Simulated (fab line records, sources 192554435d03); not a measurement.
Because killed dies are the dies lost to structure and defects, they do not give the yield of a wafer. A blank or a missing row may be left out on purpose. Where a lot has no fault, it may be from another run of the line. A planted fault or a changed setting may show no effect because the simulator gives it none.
Which tool did it? + flow n5-finfet + Sampling: 13 lots, 36 wafers, 2 of 1938 route steps

## WHAT EACH GAUGE READ, for each wafer
N5_BEOL_M11_CD_MEAS_35: target cd 70 nm. Usual: cd-nm 70.4 nm, standard deviation 0.59.
| lot  | measured     | on        | cd-nm (nm)     | flag |
|------|--------------|-----------|----------------|------|
| L132 | day 9 14:08  | cd-sem-01 | 69.9 70.9 70.2 |      |
| L130 | day 9 18:12  | cd-sem-03 | 71.2 71.0 70.6 |      |
| L133 | day 10 06:25 | cd-sem-03 | 70.9 70.5 70.8 |      |
| L135 | day 10 22:03 | cd-sem-02 | 69.9 70.8 70.4 |      |
| L138 | day 13 17:49 | cd-sem-01 | 70.0 70.8 70.5 |      |
| L141 | day 14 02:01 | cd-sem-03 | 70.8 70.9 71.5 |      |
| L140 | day 14 06:23 | cd-sem-03 | 70.5 71.9 70.2 |      |
| L144 | day 14 08:16 | cd-sem-03 | 70.6 69.9 70.9 |      |
| L143 | day 14 12:55 | cd-sem-01 | 70.0 70.5 70.6 |      |
| L146 | day 14 17:06 | cd-sem-01 | 71.2           |      |
| L152 | day 16 12:22 | cd-sem-03 | 70.5 69.6 70.3 |      |
| L137 | day 16 21:25 | cd-sem-01 | 69.6 70.2      |      |
| L153 | day 17 03:16 | cd-sem-03 | 70.4 71.0 70.2 |      |

## EACH LOT AND THE TOOL THAT RAN IT (in order: tool; ch and the chambers of the sampled wafers; start)
| lot  | N5_BEOL_M11_STRIP_36               |
|------|------------------------------------|
| L132 | rie-diel-01 ch 1,3, day 9 13:45    |
| L130 | rie-diel-06 ch 0,2,3, day 9 17:49  |
| L133 | rie-diel-06 ch 2,3, day 10 06:02   |
| L135 | rie-diel-06 ch 1,3, day 10 21:40   |
| L138 | rie-diel-01 ch 2,3, day 13 17:20   |
| L141 | rie-diel-06 ch 0,1,3, day 14 01:39 |
| L140 | rie-diel-01 ch 0,1, day 14 06:01   |
| L144 | rie-diel-01 ch 0,1, day 14 07:53   |
| L143 | rie-diel-02 ch 0,3, day 14 12:32   |
| L146 | rie-diel-01 ch 3, day 14 16:44     |
| L152 | rie-diel-01 ch 0,2,3, day 16 11:58 |
| L137 | rie-diel-01 ch 0,3, day 16 21:02   |
| L153 | rie-diel-01 ch 2,3, day 17 02:54   |
- N5_BEOL_M11_STRIP_36: strips in N2/H2.

## AS READ BY THE TOOLS THEMSELVES (means over the sampled wafers that have a number; for cases with no such wafer, the mark the record gives instead)
N5_BEOL_M11_STRIP_36. Usual: bias-power-w 6.999 W (standard deviation 0.021); drypump-motor-current-A 5.7 A (standard deviation 0.46); n2-flow-sccm 200.0 sccm (standard deviation 0.69); oes-product-au 0.83 a.u. (standard deviation 0.088); rf-vpp-V 59.3 V (standard deviation 1.9); showerhead-plenum-p-Torr 2.56 Torr (standard deviation 0.081); throttle-valve-pct 23.80 % (standard deviation 0.29).
| lot  | tool        | bias-power-w (W) | drypump-motor-current-A (A) | n2-flow-sccm (sccm) | oes-product-au (a.u.) | rf-vpp-V (V) | showerhead-plenum-p-Torr (Torr) | throttle-valve-pct (%) | flag |
|------|-------------|------------------|-----------------------------|---------------------|-----------------------|--------------|---------------------------------|------------------------|------|
| L132 | rie-diel-01 | 7.003            | 6.0                         | 198.8               | 0.82                  | 61.4         | 2.61                            | 23.59                  |      |
| L130 | rie-diel-06 | 6.996            | 5.6                         | 199.6               | 0.85                  | 59.4         | 2.53                            | 23.65                  |      |
| L133 | rie-diel-06 | 6.987            | 5.8                         | 199.9               | 0.77                  | 59.6         | 2.58                            | 23.68                  |      |
| L135 | rie-diel-06 | 6.988            | 5.2                         | 199.4               | 0.83                  | 60.4         | 2.61                            | 23.82                  |      |
| L138 | rie-diel-01 | 6.988            | 6.1                         | 199.3               | 0.77                  | 58.0         | 2.59                            | 23.55                  |      |
| L141 | rie-diel-06 | 6.966            | 5.3                         | 200.0               | 0.83                  | 58.1         | 2.53                            | 23.76                  |      |
| L140 | rie-diel-01 | 7.012            | 5.7                         | 200.2               | 0.90                  | 59.9         | 2.55                            | 24.03                  |      |
| L144 | rie-diel-01 | 7.012            | 5.4                         | 200.9               | 0.93                  | 58.4         | 2.58                            | 23.83                  |      |
| L143 | rie-diel-02 | 7.002            | 5.8                         | 200.6               | 0.72                  | 58.9         | 2.55                            | 24.24                  |      |
| L146 | rie-diel-01 | 6.978            | 6.4                         | 199.9               | 0.85                  | 60.1         | 2.59                            | 23.44                  |      |
| L152 | rie-diel-01 | 6.988            | 5.9                         | 200.0               | 0.86                  | 61.6         | 2.56                            | 23.85                  |      |
| L137 | rie-diel-01 | 7.031            | 6.2                         | 198.9               | 0.82                  | 59.4         | 2.54                            | 23.84                  |      |
| L153 | rie-diel-01 | 7.014            | 5.8                         | 199.8               | 0.87                  | 58.7         | 2.58                            | 23.68                  |      |

## THE ANSWER, worked out from the rows above alone
Rule: a lot is off if the mean of its wafers that have a number lies more than 3 standard deviations from the usual mean. A lot without any number at a reading at which 4 lots or more have one is off too. Where the step has rows for the other lots, those lots are counted as sound. After the gauges, taken in route order, come the tools' own readings; for these a lot's mean is taken, as printed above. The first step at which some lot is off is used, and at that step the reading that is off furthest; a lot without a number counts as furthest.
Nothing can be told from this: no lot is off at any reading shown.

## WHAT WAS PUT IN BY THE SIMULATOR
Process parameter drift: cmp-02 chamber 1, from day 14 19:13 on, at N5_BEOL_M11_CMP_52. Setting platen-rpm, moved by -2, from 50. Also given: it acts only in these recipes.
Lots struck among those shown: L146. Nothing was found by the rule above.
